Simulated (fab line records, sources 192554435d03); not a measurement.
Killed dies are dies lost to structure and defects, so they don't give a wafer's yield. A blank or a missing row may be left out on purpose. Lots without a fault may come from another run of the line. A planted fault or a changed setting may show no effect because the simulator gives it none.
Split-lot experiment | flow n5_finfet | 7 lots, 39 wafers read, on a route of 1938 steps

THE SPLIT
At N5_FIN_SAQP_ETCH_65 (etches SiO2 in CF4, target depth 4 nm, time 4.4 s), the setting time_s was moved away from the recipe's 4.4 s on 18 of the 39 wafers read, by -13.9% to +22.9%. The other wafers ran this setting at the recipe's value.

The reading is taken at the split's own step.

THE READING
etch.depth_nm (the simulator's own value, which no gauge read), in nm, at N5_FIN_SAQP_ETCH_65 (etches SiO2 in CF4, target depth 4 nm, time 4.4 s). The file gives no usual value for it. The 21 wafers here that ran the recipe average 3.997 nm, standard deviation 0.036 nm.

wafer  | tool, chamber at the split | time_s as run, s | against the recipe | etch.depth_nm, nm | against lot-mates on the recipe
L074.1 | rie_si-04, 1               | 4.4              | recipe             | 4.022             | -
L074.2 | rie_si-04, 2               | 5.406            | +22.9%             | 4.901             | +0.909
L074.3 | rie_si-04, 0               | 4.4              | recipe             | 3.962             | -
L074.4 | rie_si-04, 3               | 5.406            | +22.9%             | 4.907             | +0.915
L074.5 | rie_si-04, 0               | 4.4              | recipe             | 3.991             | -
L074.6 | rie_si-04, 3               | 5.406            | +22.9%             | 4.938             | +0.946
L079.1 | rie_si-02, 3               | 4.4              | recipe             | 3.936             | -
L079.2 | rie_si-02, 1               | 5.036            | +14.5%             | 4.602             | +0.607
L079.3 | rie_si-02, 2               | 4.4              | recipe             | 4.061             | -
L079.4 | rie_si-02, 0               | 5.036            | +14.5%             | 4.566             | +0.571
L079.5 | rie_si-02, 0               | 4.4              | recipe             | 3.988             | -
L079.6 | rie_si-02, 3               | 5.036            | +14.5%             | 4.537             | +0.542
L081.1 | rie_si-04, 0               | 4.4              | recipe             | 3.986             | -
L081.2 | rie_si-04, 2               | 4.4              | recipe             | 4.016             | -
L081.3 | rie_si-04, 3               | 4.4              | recipe             | 4.042             | -
L081.4 | rie_si-04, 1               | 3.789            | -13.9%             | 3.457             | -0.558
L081.5 | rie_si-04, 3               | 3.789            | -13.9%             | 3.478             | -0.537
L081.6 | rie_si-04, 0               | 3.789            | -13.9%             | 3.443             | -0.572
L082.1 | rie_si-02, 0               | 4.4              | recipe             | 3.973             | -
L082.2 | rie_si-02, 3               | 4.4              | recipe             | 3.95              | -
L082.5 | rie_si-02, 0               | 4.4              | recipe             | 3.972             | -
L085.1 | rie_si-04, 0               | 4.4              | recipe             | 4.019             | -
L085.2 | rie_si-04, 3               | 4.743            | +7.8%              | 4.376             | +0.333
L085.3 | rie_si-04, 2               | 4.743            | +7.8%              | 4.39              | +0.347
L085.4 | rie_si-04, 1               | 4.4              | recipe             | 4.037             | -
L085.5 | rie_si-04, 2               | 4.743            | +7.8%              | 4.385             | +0.342
L085.6 | rie_si-04, 3               | 4.4              | recipe             | 4.072             | -
L093.1 | rie_si-03, 2               | 3.922            | -10.9%             | 3.64              | -0.332
L093.2 | rie_si-03, 0               | 3.922            | -10.9%             | 3.535             | -0.437
L093.3 | rie_si-03, 1               | 3.922            | -10.9%             | 3.648             | -0.324
L093.4 | rie_si-03, 3               | 4.4              | recipe             | 3.957             | -
L093.5 | rie_si-03, 3               | 4.4              | recipe             | 3.972             | -
L093.6 | rie_si-03, 0               | 4.4              | recipe             | 3.988             | -
L095.1 | rie_si-02, 3               | 4.931            | +12.1%             | 4.413             | +0.412
L095.2 | rie_si-02, 0               | 4.931            | +12.1%             | 4.489             | +0.488
L095.3 | rie_si-02, 2               | 4.4              | recipe             | 4.035             | -
L095.4 | rie_si-02, 1               | 4.4              | recipe             | 3.97              | -
L095.5 | rie_si-02, 0               | 4.4              | recipe             | 3.997             | -
L095.6 | rie_si-02, 1               | 4.931            | +12.1%             | 4.451             | +0.450

THE FIT
A straight line over all 39 wafers: etch.depth_nm changes by +0.0393 nm for each +1% of time_s; r = +0.99; the points scatter about the line by 0.042 nm.
The same after taking each lot's own level away (the mean of its wafers on the recipe; 39 wafers): +0.0392 nm for each +1%; r = +1.00; scatter 0.036 nm.
On that fit, the largest move of time_s shifts the reading by 0.9 nm.
The lots' own levels span 3.9650 to 4.0427 nm, that is 2.1 times the standard deviation above.
So the lot-to-lot level changes the slope little: the two slopes agree.
Check: with one of the wafers moved furthest among these (+22.9%) left out of the fit, the line predicts +0.902 nm for it against its lot-mates. It came out at +0.909 nm against them.

OTHER SPLITS ON THESE WAFERS
These wafers also went through other splits before the reading. Each is held against what the fit with the lots' levels taken away leaves over:
other split on the same wafers | wafers away from the commonest value | r with etch.depth_nm (lot level and that fit taken away)
N5_WELL_APT_EPI_41 time_s      | 12                                   | +0.02

THE FILE'S OWN FIT
etch.depth_nm changes by +0.0394 nm for each +1% of time_s, r = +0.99.
